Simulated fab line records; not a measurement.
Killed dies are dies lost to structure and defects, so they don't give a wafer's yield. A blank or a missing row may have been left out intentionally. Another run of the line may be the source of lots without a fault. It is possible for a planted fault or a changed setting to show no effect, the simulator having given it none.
What tool caused it? || flow nand harc || Sampling: 12 lots, 36 wafers, 4 of 1302 route steps

## WHAT EACH GAUGE READ, for each wafer
NHARC_P_M0_THK_MEAS_24: measures by xrf.
{"lot": "L075", "measured": "day 6 09:46", "on": "film metro-02", "thk nm (nm)": "115.4 117.9 115.5"}
{"lot": "L077", "measured": "day 7 14:19", "on": "film metro-01", "thk nm (nm)": "119.3 119.0 117.6"}
{"lot": "L079", "measured": "day 8 00:34", "on": "film metro-02", "thk nm (nm)": "117.4 118.0 118.1"}
{"lot": "L081", "measured": "day 9 03:14", "on": "film metro-01", "thk nm (nm)": "120.1 116.6 119.0"}
{"lot": "L083", "measured": "day 9 21:33", "on": "film metro-01", "thk nm (nm)": "116.2 118.0 118.4"}
{"lot": "L085", "measured": "day 11 03:23", "on": "film metro-02", "thk nm (nm)": "117.9 114.6 117.1"}
{"lot": "L087", "measured": "day 11 13:18", "on": "film metro-02", "thk nm (nm)": "120.4 116.5 117.9"}
{"lot": "L089", "measured": "day 12 06:53", "on": "film metro-01", "thk nm (nm)": "116.7 117.5 119.9"}
{"lot": "L091", "measured": "day 13 05:20", "on": "film metro-02", "thk nm (nm)": "118.2 117.2 118.3"}
{"lot": "L093", "measured": "day 14 03:25", "on": "film metro-02", "thk nm (nm)": "116.9 118.9 117.7"}
{"lot": "L095", "measured": "day 15 08:39", "on": "film metro-01", "thk nm (nm)": "117.0 119.0 119.1"}
{"lot": "L097", "measured": "day 15 18:31", "on": "film metro-01", "thk nm (nm)": "116.6 120.3 119.9"}

## TOOL THAT RAN EACH LOT (tool first, then ch and the chambers of the sampled wafers, then the start)
{"lot": "L075", "NHARC_P_STI_ETCH_15": "rie si-05 ch 0,2,3, day 3 06:17", "NHARC_P_GATE_DESCUM_93": "rie diel-11 ch 0,1,2, day 5 22:35", "NHARC_P_CONTACT_DEGAS_38": "pvd sputter-03, day 6 04:52"}
{"lot": "L077", "NHARC_P_STI_ETCH_15": "rie si-04 ch 1,2,3, day 4 02:37", "NHARC_P_GATE_DESCUM_93": "rie diel-11 ch 2,3, day 7 03:05", "NHARC_P_CONTACT_DEGAS_38": "pvd sputter-02, day 7 09:22"}
{"lot": "L079", "NHARC_P_STI_ETCH_15": "rie si-04 ch 0,1,3, day 4 21:26", "NHARC_P_GATE_DESCUM_93": "rie diel-03 ch 0,2, day 7 13:02", "NHARC_P_CONTACT_DEGAS_38": "pvd sputter-02, day 7 19:26"}
{"lot": "L081", "NHARC_P_STI_ETCH_15": "rie si-06 ch 1,2, day 5 18:13", "NHARC_P_GATE_DESCUM_93": "rie diel-03 ch 0,1,2, day 8 15:39", "NHARC_P_CONTACT_DEGAS_38": "pvd sputter-02, day 8 21:56"}
{"lot": "L083", "NHARC_P_STI_ETCH_15": "rie si-04 ch 0,2,3, day 6 15:56", "NHARC_P_GATE_DESCUM_93": "rie diel-07 ch 0,1,2, day 9 10:22", "NHARC_P_CONTACT_DEGAS_38": "pvd sputter-01, day 9 16:31"}
{"lot": "L085", "NHARC_P_STI_ETCH_15": "rie si-06 ch 0,1,2, day 7 14:08", "NHARC_P_GATE_DESCUM_93": "rie diel-11 ch 1,2,3, day 10 15:44", "NHARC_P_CONTACT_DEGAS_38": "pvd sputter-01, day 10 22:28"}
{"lot": "L087", "NHARC_P_STI_ETCH_15": "rie si-04 ch 0,1,2, day 8 07:26", "NHARC_P_GATE_DESCUM_93": "rie diel-07 ch 0,2, day 11 01:59", "NHARC_P_CONTACT_DEGAS_38": "pvd sputter-03, day 11 08:17"}
{"lot": "L089", "NHARC_P_STI_ETCH_15": "rie si-06 ch 2,3, day 9 03:20", "NHARC_P_GATE_DESCUM_93": "rie diel-03 ch 2,3, day 11 19:33", "NHARC_P_CONTACT_DEGAS_38": "pvd sputter-02, day 12 01:58"}
{"lot": "L091", "NHARC_P_STI_ETCH_15": "rie si-05 ch 0,1, day 9 23:59", "NHARC_P_GATE_DESCUM_93": "rie diel-07 ch 0,2,3, day 12 18:14", "NHARC_P_CONTACT_DEGAS_38": "pvd sputter-03, day 13 00:24"}
{"lot": "L093", "NHARC_P_STI_ETCH_15": "rie si-05 ch 1,2,3, day 10 21:29", "NHARC_P_GATE_DESCUM_93": "rie diel-03 ch 0,1,2, day 13 16:01", "NHARC_P_CONTACT_DEGAS_38": "pvd sputter-03, day 13 22:32"}
{"lot": "L095", "NHARC_P_STI_ETCH_15": "rie si-04 ch 0,1, day 11 17:29", "NHARC_P_GATE_DESCUM_93": "rie diel-07 ch 0,1,3, day 14 20:48", "NHARC_P_CONTACT_DEGAS_38": "pvd sputter-03, day 15 03:43"}
{"lot": "L097", "NHARC_P_STI_ETCH_15": "rie si-04 ch 0,1, day 12 10:46", "NHARC_P_GATE_DESCUM_93": "rie diel-11 ch 1,2,3, day 15 07:25", "NHARC_P_CONTACT_DEGAS_38": "pvd sputter-02, day 15 13:41"}
- NHARC_P_STI_ETCH_15: etches the open film in HBr/Cl2, target depth 300 nm, time 100.1 s.
- NHARC_P_GATE_DESCUM_93: chemistry O2, time 3 s.
- NHARC_P_CONTACT_DEGAS_38: time 60 s.

## THE ANSWER, worked out from the rows above alone
Rule: the lots themselves supply what counts as usual. Put in order of their means at a reading, lots are off if they are a third of the lots or fewer, leave a main group of 4 or more, and stand apart from it by a gap of 3 or more times the standard deviation of the main group's means; of several such gaps the widest counts. Not used: any main group whose means are identical at the precision the tables above print for the reading. Also off: a lot with no number at a reading for which 4 or more lots have one. All remaining lots with rows at the step are treated as sound.
Nothing can be told from this: no lot is off at any reading shown.

## WHAT THE SIMULATOR HAD INSERTED
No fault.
